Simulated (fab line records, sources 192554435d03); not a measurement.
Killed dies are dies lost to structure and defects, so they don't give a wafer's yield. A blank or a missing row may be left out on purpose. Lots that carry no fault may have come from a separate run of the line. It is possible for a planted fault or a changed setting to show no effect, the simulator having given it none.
Which tool is to blame? -- flow n5 finfet -- 11 lots with 29 wafers sampled at 5 steps, on a route of 1938 steps

## WHAT THE GAUGES SHOWED, per wafer
The record lacks any reading of a measuring or inspecting step that a usual standard deviation could be used to judge.

## EACH LOT AND THE TOOL THAT RAN IT (in order: tool; ch and the chambers of the sampled wafers; start)
lot,N5_BEOL_M15_STRIP_37,N5_BEOL_M15_SPUTTER_43,N5_PASSIVATION_VIA_ETCH_13,N5_PASSIVATION_ETCH_59,N5_PASSIVATION_PROBE_49
L948,"rie diel-06 ch 0,3, day 11 22:46","pvd sputter-02, day 11 23:12","rie diel-05 ch 1,2, day 12 06:41","rie metal-03 ch 1, day 12 10:21",-
L950,"rie diel-05 ch 0,1,3, day 12 01:13","pvd sputter-02, day 12 02:15","rie diel-05 ch 0,2,3, day 12 10:19","rie metal-02 ch 0,1, day 12 12:20",-
L952,"rie diel-05 ch 0,2,3, day 13 03:30","pvd sputter-02, day 13 03:56","rie diel-05 ch 0,2,3, day 13 12:10","rie metal-02 ch 1, day 13 15:01",-
L955,"rie diel-01 ch 1,2, day 13 16:33","pvd sputter-03, day 13 17:13","rie diel-06 ch 2,3, day 14 01:42","rie metal-01 ch 1, day 14 03:35",-
L953,"rie diel-01 ch 2,3, day 14 00:21","pvd sputter-02, day 14 01:01","rie diel-05 ch 0,1, day 14 08:57","rie metal-03 ch 0,1, day 14 10:53",-
L956,"rie diel-05 ch 0,1,3, day 14 04:20","pvd sputter-03, day 14 05:01","rie diel-05 ch 0,1,2, day 14 12:46","rie metal-03 ch 0,1, day 14 14:51",-
L958,"rie diel-05 ch 1, day 14 12:26","pvd sputter-03, day 14 13:07","rie diel-05 ch 0,3, day 14 22:06","rie metal-02 ch 0,1, day 15 00:06",-
L961,"rie diel-05 ch 0,1,3, day 15 01:38","pvd sputter-01, day 15 02:10","rie diel-06 ch 2,3, day 15 10:31","rie metal-02 ch 0,1, day 15 13:06","prober-02, day 15 17:50"
L962,"rie diel-05 ch 0,2,3, day 15 11:26","pvd sputter-02, day 15 12:11","rie diel-01 ch 0,1,2, day 15 20:08","rie metal-01 ch 0,1, day 15 22:19","prober-01, day 16 02:41"
L969,"rie diel-01 ch 1,2, day 17 08:58","pvd sputter-02, day 17 09:32","rie diel-06 ch 1,3, day 17 22:32","rie metal-02 ch 0,1, day 18 00:35",-
L970,"rie diel-06 ch 0,3, day 18 07:17","pvd sputter-01, day 18 08:17","rie diel-01 ch 0,2, day 18 19:34","rie metal-01 ch 1, day 18 21:44",-
- N5_BEOL_M15_STRIP_37: strips in O2.
- N5_BEOL_M15_SPUTTER_43: material TaN, target thk 15 nm, time 24.19 s.
- N5_PASSIVATION_VIA_ETCH_13: etches SiO2 in CHF3/O2, target depth 660 nm, time 330 s.
- N5_PASSIVATION_ETCH_59: etches TaN in Cl2/BCl3, target depth 65 nm, time 34.9 s.
- N5_PASSIVATION_PROBE_49

## WHAT THE TOOLS THEMSELVES READ (means of the sampled wafers that have a number; where no wafer has one, the mark that the record gives instead)
N5_BEOL_M15_STRIP_37.
lot,tool,drypump motor current A (A),oes product au (a.u.),rf vpp V (V),showerhead plenum p Torr (Torr),throttle valve pct (%)
L948,rie diel-06,5.5,0.77,4.1,2.07,16.64
L950,rie diel-05,5.6,0.73,4.1,2.12,16.71
L952,rie diel-05,5.7,0.74,3.6,2.12,16.75
L955,rie diel-01,5.7,0.93,4.0,2.12,16.60
L953,rie diel-01,5.5,0.82,4.7,2.10,16.44
L956,rie diel-05,5.6,0.83,4.5,2.11,16.58
L958,rie diel-05,5.3,0.76,3.8,2.10,16.55
L961,rie diel-05,5.6,0.80,3.4,2.11,16.58
L962,rie diel-05,5.7,0.81,4.0,2.11,16.62
L969,rie diel-01,5.5,0.87,3.5,2.09,16.60
L970,rie diel-06,5.5,0.73,3.7,2.07,16.72

N5_BEOL_M15_SPUTTER_43.
lot,tool,throttle valve pct (%)
L948,pvd sputter-02,30.2
L950,pvd sputter-02,30.9
L952,pvd sputter-02,30.7
L955,pvd sputter-03,30.1
L953,pvd sputter-02,31.1
L956,pvd sputter-03,30.4
L958,pvd sputter-03,30.2
L961,pvd sputter-01,29.5
L962,pvd sputter-02,30.3
L969,pvd sputter-02,30.4
L970,pvd sputter-01,29.1

N5_PASSIVATION_VIA_ETCH_13.
lot,tool,drypump motor current A (A),etch rf on time s (s),mfc ar sccm (sccm),oes_f_703_au (a.u.),oes product au (a.u.),rf vpp V (V),showerhead plenum p Torr (Torr),throttle valve pct (%)
L948,rie diel-05,5.4,238,200.5,0.82,0.72,536,2.41,18.67
L950,rie diel-05,5.7,237,199.5,0.75,0.67,528,2.44,18.97
L952,rie diel-05,5.7,239,200.0,0.74,0.67,528,2.44,18.99
L955,rie diel-06,5.4,235,200.2,0.74,0.67,512,2.36,19.02
L953,rie diel-05,5.7,238,200.1,0.75,0.68,531,2.45,18.75
L956,rie diel-05,5.6,233,200.0,0.77,0.69,533,2.44,18.81
L958,rie diel-05,5.8,234,199.6,0.82,0.75,524,2.44,18.84
L961,rie diel-06,5.5,239,200.3,0.72,0.64,513,2.36,19.06
L962,rie diel-01,5.8,234,200.6,0.87,0.78,522,2.40,18.76
L969,rie diel-06,5.3,238,199.8,0.80,0.72,517,2.37,18.85
L970,rie diel-01,5.7,238,199.8,0.84,0.74,518,2.38,18.73

N5_PASSIVATION_ETCH_59.
lot,tool,bcl3 flow sccm (sccm),drypump motor current A (A),oes product au (a.u.),throttle valve pct (%)
L948,rie metal-03,30.07,5.1,0.77,21.03
L950,rie metal-02,29.99,5.7,0.84,21.31
L952,rie metal-02,30.09,5.6,0.92,21.30
L955,rie metal-01,30.02,6.4,0.64,21.66
L953,rie metal-03,29.95,5.7,0.79,21.24
L956,rie metal-03,30.03,5.5,0.77,21.18
L958,rie metal-02,30.02,5.8,0.93,21.01
L961,rie metal-02,30.04,5.7,0.90,21.12
L962,rie metal-01,30.10,6.1,0.96,21.31
L969,rie metal-02,29.99,5.7,0.88,21.13
L970,rie metal-01,29.98,6.3,0.93,21.36

N5_PASSIVATION_PROBE_49.
lot,tool,defect limited yield (%),killed_at_M0_to_M3,killed_at_M4_up,killed at contacts,killed at front end,killed at other,killed dies,killed on rim,killed open,killed short,sort_bin_5_function (%),sort_bin_6_memory (%),sort n pass,sort yield pct (%)
L961,prober-02,85.6,26,84,8,49,2.3,169,30,65,33,8.5,3.8,1011,85.6
L962,prober-01,85.9,34,91,9,28,4.7,167,29,57,27,9.1,3.2,1013,85.9

## THE ANSWER, worked out from the rows above alone
Rule: what is usual is taken from the lots themselves. Put in order of their means at a reading, lots are off if they are a third of the lots or fewer, leave a main group of 4 or more, and stand apart from it by a gap of 3 or more times the standard deviation of the main group's means; of several such gaps the widest counts. A main group whose means are all the same, to the digits that the tables above print for the reading, isn't used. Also off: a lot with no number at a reading for which 4 or more lots have one. Where the step has rows for the other lots, those lots are counted as sound. The gauges are gone through in route order, then the tools' own readings, and for those a lot's mean is taken as printed above. The first step at which some lot is off is used, and at that step the reading that is off furthest; a lot without a number counts as furthest.
Nothing can be told from this: no lot is off at any reading shown.

## WHAT THE SIMULATOR HAD INSERTED
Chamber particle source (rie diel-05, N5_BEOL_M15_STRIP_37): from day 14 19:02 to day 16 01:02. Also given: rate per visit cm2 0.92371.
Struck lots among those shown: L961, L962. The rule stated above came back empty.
